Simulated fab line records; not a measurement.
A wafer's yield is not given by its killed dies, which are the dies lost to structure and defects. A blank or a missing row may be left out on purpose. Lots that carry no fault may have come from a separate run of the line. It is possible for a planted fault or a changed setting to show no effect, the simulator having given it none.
What tool caused it? | flow nand harc | Sampling: 12 lots, 36 wafers, 5 of 1302 route steps

WHAT THE GAUGES SHOWED, per wafer
NHARC_P_GATE_INSPECT_28. Usual: raw defect count at 5.9, with a standard deviation of 3.
lot  | measured     | on                | raw defect count | flag
L750 | day 5 11:14  | defect inspect-02 | 5 1 10           |
L752 | day 6 12:38  | defect inspect-01 | 5 5 4            |
L754 | day 6 23:44  | defect inspect-02 | 4 3 4            |
L755 | day 7 19:33  | defect inspect-01 | 5 4 2            |
L757 | day 8 10:09  | defect inspect-01 | 13 4 8           |
L758 | day 9 03:02  | defect inspect-02 | 7 5 6            |
L760 | day 9 14:19  | defect inspect-01 | 18 6 5           |
L764 | day 11 07:07 | defect inspect-01 | 12 6 4           |
L765 | day 12 09:14 | defect inspect-02 | 7 4 4            |
L770 | day 14 01:34 | defect inspect-02 | 3 5 6            |
L771 | day 14 06:57 | defect inspect-01 | 11 9 4           |
L772 | day 14 07:34 | defect inspect-01 | 2 8 7            |

NHARC_P_GATE_CD_MEAS_46: the cd target is 720 nm. Usual: cd nm at 719.6 nm, with a standard deviation of 2.2.
lot  | measured     | on        | cd nm (nm)                          | flag
L750 | day 5 23:08  | cd sem-01 | 718.4 717.9 718.1                   |
L752 | day 7 00:25  | cd sem-01 | 719.1 717.1 718.4                   |
L754 | day 7 11:38  | cd sem-01 | 722.1 718.4 720.7                   |
L755 | day 8 07:20  | cd sem-01 | 719.6 718.6 720.7                   |
L757 | day 8 21:58  | cd sem-01 | 719.2 721.5 722.6                   |
L758 | day 9 14:56  | cd sem-01 | 719.5 716.8 720.2                   |
L760 | day 10 02:10 | cd sem-03 | 708.9 707.7 711.4 708.5 707.7 711.1 | OFF
L764 | day 11 18:59 | cd sem-03 | 722.9 719.0 722.8                   |
L765 | day 12 21:13 | cd sem-02 | 718.0 719.3 721.8                   |
L770 | day 14 13:26 | cd sem-02 | 716.9 719.8 720.4                   |
L771 | day 14 18:47 | cd sem-02 | 722.0 719.7 723.3                   |
L772 | day 14 19:29 | cd sem-02 | 717.2 720.6 720.3                   |

WHAT TOOL EACH LOT RAN ON (gives the tool, then ch and the chambers of the sampled wafers, and finally the start)
lot  | NHARC_P_GATE_HM_DEP_102       | NHARC_P_GATE_ETCH_32             | NHARC_P_GATE_EXPOSE_43
L750 | acl dep-02 ch 0, day 5 09:47  | rie si-04 ch 0,1,2, day 5 11:50  | krf scanner-03 ch 0, day 5 22:59
L752 | acl dep-02 ch 0, day 6 11:24  | rie si-01 ch 0,2,3, day 6 13:10  | krf scanner-04 ch 0, day 7 00:16
L754 | acl dep-01 ch 0, day 6 22:16  | rie si-06 ch 0,3, day 7 00:16    | krf scanner-03 ch 0, day 7 11:29
L755 | acl dep-02 ch 0, day 7 18:19  | rie si-01 ch 1,2,3, day 7 20:07  | krf scanner-02 ch 0, day 8 07:11
L757 | acl dep-03 ch 0, day 8 08:44  | rie si-04 ch 1,2,3, day 8 10:41  | krf scanner-04 ch 0, day 8 21:48
L758 | acl dep-02 ch 0, day 9 01:34  | rie si-04 ch 0,2,3, day 9 03:35  | krf scanner-02 ch 0, day 9 14:46
L760 | acl dep-02 ch 0, day 9 12:52  | rie si-06 ch 0,2, day 9 14:51    | krf scanner-03 ch 0, day 10 02:01
L764 | acl dep-01 ch 0, day 11 05:32 | rie si-06 ch 0,1,3, day 11 07:39 | krf scanner-04 ch 0, day 11 18:50
L765 | acl dep-02 ch 0, day 12 07:44 | rie si-06 ch 0,2, day 12 09:46   | krf scanner-03 ch 0, day 12 21:04
L770 | acl dep-03 ch 0, day 14 00:13 | rie si-01 ch 0,1,3, day 14 02:05 | krf scanner-03 ch 0, day 14 13:17
L771 | acl dep-02 ch 0, day 14 05:27 | rie si-01 ch 0,1,2, day 14 07:29 | krf scanner-03 ch 0, day 14 18:38
L772 | acl dep-02 ch 0, day 14 06:25 | rie si-04 ch 0,1,2, day 14 08:08 | krf scanner-02 ch 0, day 14 19:20
- NHARC_P_GATE_HM_DEP_102: deposits aC, target thk 120 nm.
- NHARC_P_GATE_ETCH_32: etches the open film in HBr/Cl2, target depth 150 nm, time 100.1 s.
- NHARC_P_GATE_EXPOSE_43: exposes mask P NSD, target cd 720 nm.

WHAT THE TOOLS THEMSELVES READ (means of the sampled wafers that have a number; where no wafer has one, the mark that the record gives instead)
NHARC_P_GATE_HM_DEP_102. Usual: throttle valve pct at 35.000 %, with a standard deviation of 0.0089.
lot  | tool       | throttle valve pct (%) | flag
L750 | acl dep-02 | 34.993                 |
L752 | acl dep-02 | 35.003                 |
L754 | acl dep-01 | 34.993                 |
L755 | acl dep-02 | 35.000                 |
L757 | acl dep-03 | 35.001                 |
L758 | acl dep-02 | 34.997                 |
L760 | acl dep-02 | 35.001                 |
L764 | acl dep-01 | 35.007                 |
L765 | acl dep-02 | 35.004                 |
L770 | acl dep-03 | 34.999                 |
L771 | acl dep-02 | 34.999                 |
L772 | acl dep-02 | 35.009                 |

NHARC_P_GATE_ETCH_32. Usual: drypump motor current A 5.5 A, standard deviation 0.54; hbr flow sccm 150.0 sccm, standard deviation 0.42; oes product au 1.001 a.u., standard deviation 0.012; throttle valve pct 26.405 %, standard deviation 0.0083.
lot  | tool      | drypump motor current A (A) | hbr flow sccm (sccm) | oes product au (a.u.) | throttle valve pct (%) | flag
L750 | rie si-04 | 5.6                         | 150.4                | 0.995                 | 26.404                 |
L752 | rie si-01 | 5.7                         | 150.2                | 1.001                 | 26.404                 |
L754 | rie si-06 | 5.2                         | 150.1                | 1.000                 | 26.410                 |
L755 | rie si-01 | 5.8                         | 150.1                | 1.002                 | 26.405                 |
L757 | rie si-04 | 5.0                         | 150.5                | 1.008                 | 26.403                 |
L758 | rie si-04 | 5.6                         | 150.4                | 0.999                 | 26.402                 |
L760 | rie si-06 | 5.5                         | 150.2                | 1.011                 | 26.410                 |
L764 | rie si-06 | 5.3                         | 149.6                | 1.006                 | 26.403                 |
L765 | rie si-06 | 5.4                         | 150.2                | 1.015                 | 26.407                 |
L770 | rie si-01 | 5.6                         | 150.1                | 1.013                 | 26.406                 |
L771 | rie si-01 | 6.1                         | 150.4                | 0.999                 | 26.403                 |
L772 | rie si-04 | 5.6                         | 150.3                | 0.990                 | 26.405                 |

THE ANSWER, worked out from the rows above alone
Rule: a lot is off if the mean of its wafers that have a number lies more than 3 standard deviations from the usual mean. Also off: a lot with no number at a reading for which 4 or more lots have one. The other lots that the step has rows for count as sound. First the gauges in route order, then the tools' own readings, where a lot's mean is used as printed above. The first step at which some lot is off is used, and at that step the reading that is off furthest; a lot without a number counts as furthest.
Off: L760, at NHARC_P_GATE_CD_MEAS_46 (cd nm).
If a tool, at a process step before that reading, ran all the lots that are off and no sound lot after the first of them, it fits. Those tools and the gauges at NHARC_P_GATE_CD_MEAS_46 are tried in the same way. Of those tried, none fits.

WHAT HAD BEEN PUT IN BY THE SIMULATOR
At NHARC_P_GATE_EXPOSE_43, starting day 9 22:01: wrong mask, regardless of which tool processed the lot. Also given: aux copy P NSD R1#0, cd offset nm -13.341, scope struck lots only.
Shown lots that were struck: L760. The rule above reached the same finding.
